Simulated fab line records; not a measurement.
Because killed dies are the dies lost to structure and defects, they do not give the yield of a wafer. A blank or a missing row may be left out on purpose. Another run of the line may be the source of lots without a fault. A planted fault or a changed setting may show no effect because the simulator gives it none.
Lot-split experiment / flow n5 finfet / route with 1938 steps; 7 lots, 21 wafers read

SPLIT DETAILS
At N5_HKMG_FIN_ETCH_54 (etches SiARC in CF4, target depth 45.5 nm, time 75.8 s), the setting source w was moved away from the recipe's 545 W on 6 of the 21 wafers read, by -16.4% to -10.5%. All remaining wafers had this setting at the recipe value.

Reading taken at the split's own step.

THE READING
rf vpp V, in V, at N5_HKMG_FIN_ETCH_54 (etches SiARC in CF4, target depth 45.5 nm, time 75.8 s). Typical for fault-free wafers on this fab line: 183.6 V, with standard deviation 0.98 V.

wafer=L075.1; tool, chamber at the split=rie diel-03, 2; source w as run, W=545; against the recipe=recipe; rf vpp V, V=183.8; against lot-mates on the recipe=-
wafer=L075.3; tool, chamber at the split=rie diel-03, 1; source w as run, W=545; against the recipe=recipe; rf vpp V, V=183.7; against lot-mates on the recipe=-
wafer=L075.4; tool, chamber at the split=rie diel-03, 3; source w as run, W=545; against the recipe=recipe; rf vpp V, V=183.8; against lot-mates on the recipe=-
wafer=L079.1; tool, chamber at the split=rie diel-04, 3; source w as run, W=487.6; against the recipe=-10.5%; rf vpp V, V=190.4; against lot-mates on the recipe=+5.7
wafer=L079.2; tool, chamber at the split=rie diel-04, 2; source w as run, W=545; against the recipe=recipe; rf vpp V, V=184.7; against lot-mates on the recipe=-
wafer=L079.5; tool, chamber at the split=rie diel-04, 2; source w as run, W=487.6; against the recipe=-10.5%; rf vpp V, V=191.6; against lot-mates on the recipe=+6.9
wafer=L082.1; tool, chamber at the split=rie diel-03, 3; source w as run, W=545; against the recipe=recipe; rf vpp V, V=185.3; against lot-mates on the recipe=-
wafer=L082.3; tool, chamber at the split=rie diel-03, 1; source w as run, W=545; against the recipe=recipe; rf vpp V, V=183.9; against lot-mates on the recipe=-
wafer=L082.5; tool, chamber at the split=rie diel-03, 2; source w as run, W=476.4; against the recipe=-12.6%; rf vpp V, V=192.2; against lot-mates on the recipe=+7.6
wafer=L083.1; tool, chamber at the split=rie diel-03, 2; source w as run, W=545; against the recipe=recipe; rf vpp V, V=183.2; against lot-mates on the recipe=-
wafer=L083.2; tool, chamber at the split=rie diel-03, 3; source w as run, W=545; against the recipe=recipe; rf vpp V, V=182.0; against lot-mates on the recipe=-
wafer=L083.4; tool, chamber at the split=rie diel-03, 2; source w as run, W=455.6; against the recipe=-16.4%; rf vpp V, V=196.3; against lot-mates on the recipe=+13.7
wafer=L087.1; tool, chamber at the split=rie diel-02, 1; source w as run, W=545; against the recipe=recipe; rf vpp V, V=184.2; against lot-mates on the recipe=-
wafer=L087.4; tool, chamber at the split=rie diel-02, 2; source w as run, W=545; against the recipe=recipe; rf vpp V, V=183.4; against lot-mates on the recipe=-
wafer=L087.6; tool, chamber at the split=rie diel-02, 3; source w as run, W=545; against the recipe=recipe; rf vpp V, V=183.5; against lot-mates on the recipe=-
wafer=L096.1; tool, chamber at the split=rie diel-03, 1; source w as run, W=461.4; against the recipe=-15.3%; rf vpp V, V=193.6; against lot-mates on the recipe=+9.8
wafer=L096.5; tool, chamber at the split=rie diel-03, 2; source w as run, W=461.4; against the recipe=-15.3%; rf vpp V, V=194.1; against lot-mates on the recipe=+10.3
wafer=L096.6; tool, chamber at the split=rie diel-03, 1; source w as run, W=545; against the recipe=recipe; rf vpp V, V=183.8; against lot-mates on the recipe=-
wafer=L097.1; tool, chamber at the split=rie diel-02, 1; source w as run, W=545; against the recipe=recipe; rf vpp V, V=182.1; against lot-mates on the recipe=-
wafer=L097.5; tool, chamber at the split=rie diel-02, 1; source w as run, W=545; against the recipe=recipe; rf vpp V, V=183.8; against lot-mates on the recipe=-
wafer=L097.6; tool, chamber at the split=rie diel-02, 0; source w as run, W=545; against the recipe=recipe; rf vpp V, V=184.1; against lot-mates on the recipe=-

THE FIT
A straight line over all 21 wafers: rf vpp V changes by -0.697 V for each +1% of source w; r = -0.98; the points scatter about the line by 0.82 V.
The same after taking each lot's own level away (the mean of its wafers on the recipe; 21 wafers): -0.684 V for each +1%; r = -0.98; scatter 0.87 V.
According to that fit, moving source w by its largest amount changes the reading by 11 V.
The lots' own levels span 182.60 to 184.70 V, that is 2.1 times the standard deviation above.
The two slopes are in agreement: the lot-to-lot level therefore moves the slope only a little.
Check: with one of the wafers moved furthest among these (-16.4%) left out of the fit, the line predicts +10.4 V for it against its lot-mates. Against them it came out at +13.7 V.
Tool readings at the split's step, against how far the setting was moved: etch rf on time s r = -0.94; rf vpp V r = -0.98.

THESE WAFERS: OTHER SPLITS
These wafers also went through other splits before the reading. Each is held against what the fit with the lots' levels taken away leaves over:
other split on the same wafers=N5_WELL_APT_PEB_23 peb time s; wafers away from the commonest value=7; r with rf vpp V (lot level and that fit taken away)=+0.09
other split on the same wafers=N5_WELL_APT_DESCUM_30 time s; wafers away from the commonest value=6; r with rf vpp V (lot level and that fit taken away)=+0.60
other split on the same wafers=N5_FIN_SAQP_PEB_14 peb time s; wafers away from the commonest value=5; r with rf vpp V (lot level and that fit taken away)=+0.23
other split on the same wafers=N5_FIN_SAQP_SPACER1_ALD_24 ald cycles; wafers away from the commonest value=6; r with rf vpp V (lot level and that fit taken away)=+0.39
other split on the same wafers=N5_DUMMY_GATE_HM_DEP_06 time s; wafers away from the commonest value=12; r with rf vpp V (lot level and that fit taken away)=-0.33
other split on the same wafers=N5_SD_EPI_N_ETCH_16 target depth a; wafers away from the commonest value=7; r with rf vpp V (lot level and that fit taken away)=-0.13
other split on the same wafers=N5_SD_ACTIVATION_LSA_01 temp c; wafers away from the commonest value=7; r with rf vpp V (lot level and that fit taken away)=+0.08
other split on the same wafers=N5_HKMG_FIN_COAT_43 spin rpm; wafers away from the commonest value=8; r with rf vpp V (lot level and that fit taken away)=+0.27

THE WHOLE CHAIN: every reading that the file lists as answering this split, in the file's order
step=N5_HKMG_FIN_ETCH_54; what it does=etches SiARC in CF4, target depth 45.5 nm, time 75.8 s; reading=etch rf on time s; change (the file's fit)=withheld for each +1% of the setting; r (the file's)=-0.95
step=N5_HKMG_FIN_ETCH_54; what it does=etches SiARC in CF4, target depth 45.5 nm, time 75.8 s; reading=rf vpp V; change (the file's fit)=-0.701 V for each +1% of the setting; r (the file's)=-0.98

FILE'S OWN FIT
rf vpp V changes by -0.701 V for each +1% of source w, r = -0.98.
